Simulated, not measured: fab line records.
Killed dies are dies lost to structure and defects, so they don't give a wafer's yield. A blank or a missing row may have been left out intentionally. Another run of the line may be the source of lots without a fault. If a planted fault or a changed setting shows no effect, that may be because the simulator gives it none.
Split-lot study | flow n5_finfet | route with 1938 steps; 7 lots, 39 wafers read

ON THE SPLIT
At N5_BEOL_M3_PECVD_72 (deposits SiO2 from TEOS/O2, target thk 16 nm, time 18 s), the setting time_s was moved away from the recipe's 18 s on 15 of the 39 wafers read, by -55.9% to +41.1%. The other wafers ran this setting at the recipe's value.

The reading comes from the split's own step.

THE READING
SiO2_of_BEOL_M3_PECVD_72.thk_nm (the simulator's own value, which no gauge read), in nm, at N5_BEOL_M3_PECVD_72 (deposits SiO2 from TEOS/O2, target thk 16 nm, time 18 s). The file gives no usual value for it. Across the 24 wafers here that went through the recipe, the average is 16.1 nm and the standard deviation 0.28 nm.

wafer  | tool, chamber at the split | time_s as run, s | against the recipe | SiO2_of_BEOL_M3_PECVD_72.thk_nm, nm | against lot-mates on the recipe
L076.1 | pecvd-02, 2,0              | 18               | recipe             | 16.2                                | -
L076.6 | pecvd-02, 2,0              | 18               | recipe             | 16.2                                | -
L076.2 | pecvd-02, 0                | 18               | recipe             | 16                                  | -
L076.3 | pecvd-02, 0,2              | 18               | recipe             | 16.4                                | -
L076.4 | pecvd-02, 0,2              | 18               | recipe             | 16.4                                | -
L076.5 | pecvd-02, 2                | 18               | recipe             | 16.8                                | -
L077.1 | pecvd-04, 2                | 23.05            | +28.1%             | 19.8                                | +3.9
L077.2 | pecvd-04, 0                | 18               | recipe             | 15.6                                | -
L077.3 | pecvd-04, 1,2              | 18               | recipe             | 16                                  | -
L077.4 | pecvd-04, 1,2              | 18               | recipe             | 16                                  | -
L077.5 | pecvd-04, 1                | 23.05            | +28.1%             | 20.4                                | +4.5
L077.6 | pecvd-04, 0                | 23.05            | +28.1%             | 20.6                                | +4.7
L079.1 | pecvd-02, 0,2              | 7.933            | -55.9%             | 7.2                                 | -8.8
L079.3 | pecvd-02, 0,2              | 7.933            | -55.9%             | 7.2                                 | -8.8
L079.2 | pecvd-02, 1                | 18               | recipe             | 15.8                                | -
L079.4 | pecvd-02, 2                | 7.933            | -55.9%             | 7.4                                 | -8.6
L079.5 | pecvd-02, 0                | 18               | recipe             | 16                                  | -
L079.6 | pecvd-02, 1                | 18               | recipe             | 16.2                                | -
L081.1 | pecvd-03, 0,1              | 18               | recipe             | 16                                  | -
L081.2 | pecvd-03, 0,1              | 18               | recipe             | 16                                  | -
L081.6 | pecvd-03, 1                | 18               | recipe             | 16.2                                | -
L089.1 | pecvd-03, 2                | 23.47            | +30.4%             | 20.4                                | +4.5
L089.2 | pecvd-03, 1                | 18               | recipe             | 15.8                                | -
L089.3 | pecvd-03, 0                | 23.47            | +30.4%             | 20.8                                | +4.9
L089.6 | pecvd-03, 0                | 23.47            | +30.4%             | 20.8                                | +4.9
L089.4 | pecvd-03, 2,1              | 18               | recipe             | 16                                  | -
L089.5 | pecvd-03, 2,1              | 18               | recipe             | 16                                  | -
L090.1 | pecvd-04, 1                | 18               | recipe             | 15.8                                | -
L090.2 | pecvd-04, 2                | 18               | recipe             | 15.6                                | -
L090.3 | pecvd-04, 0                | 25.39            | +41.1%             | 22.2                                | +6.3
L090.4 | pecvd-04, 1                | 18               | recipe             | 16.2                                | -
L090.5 | pecvd-04, 2,0              | 25.39            | +41.1%             | 22.4                                | +6.5
L090.6 | pecvd-04, 2,0              | 25.39            | +41.1%             | 22.4                                | +6.5
L095.1 | pecvd-02, 1                | 11.07            | -38.5%             | 10.2                                | -6.0
L095.2 | pecvd-02, 2                | 18               | recipe             | 16.4                                | -
L095.6 | pecvd-02, 2                | 18               | recipe             | 16.4                                | -
L095.3 | pecvd-02, 0                | 18               | recipe             | 15.8                                | -
L095.4 | pecvd-02, 0,1              | 11.07            | -38.5%             | 10.4                                | -5.8
L095.5 | pecvd-02, 0,1              | 11.07            | -38.5%             | 10.4                                | -5.8
If several chambers appear in one row, that row covers several wafers at once and the file leaves open which wafer was in which chamber.

FIT RESULTS
A straight line over all 39 wafers: SiO2_of_BEOL_M3_PECVD_72.thk_nm changes by +0.153 nm for each +1% of time_s; r = +1.00; the points scatter about the line by 0.27 nm.
The same after taking each lot's own level away (the mean of its wafers on the recipe; 39 wafers): +0.156 nm for each +1%; r = +1.00; scatter 0.21 nm.
According to that fit, moving time_s by its largest amount changes the reading by 8.7 nm.
From 15.87 to 16.33 nm: that is the span of the lots' own levels, equal to 1.7 times the standard deviation above.
Consequently the slope shifts little with the lot-to-lot level, the two slopes agreeing.
Check: -8.67 nm against its lot-mates is what the line predicts for one of the wafers moved furthest among these (-55.9%) when that wafer is left out of the fit. It came out at -8.8 nm against them.

OTHER SPLITS APPLIED TO THESE WAFERS
These wafers also went through other splits before the reading. Each is held against what the fit with the lots' levels taken away leaves over:
other split on the same wafers     | wafers away from the commonest value | r with SiO2_of_BEOL_M3_PECVD_72.thk_nm (lot level and that fit taken away)
N5_FIN_SAQP_ETCH_65 time_s         | 12                                   | -0.12
N5_ILD0_PRECLEAN_10 time_s         | 15                                   | -0.04
N5_BEOL_M1_ILD_DEP_00 target_thk_a | 15                                   | -0.16

FILE'S OWN FIT
SiO2_of_BEOL_M3_PECVD_72.thk_nm changes by +0.156 nm for each +1% of time_s, r = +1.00.
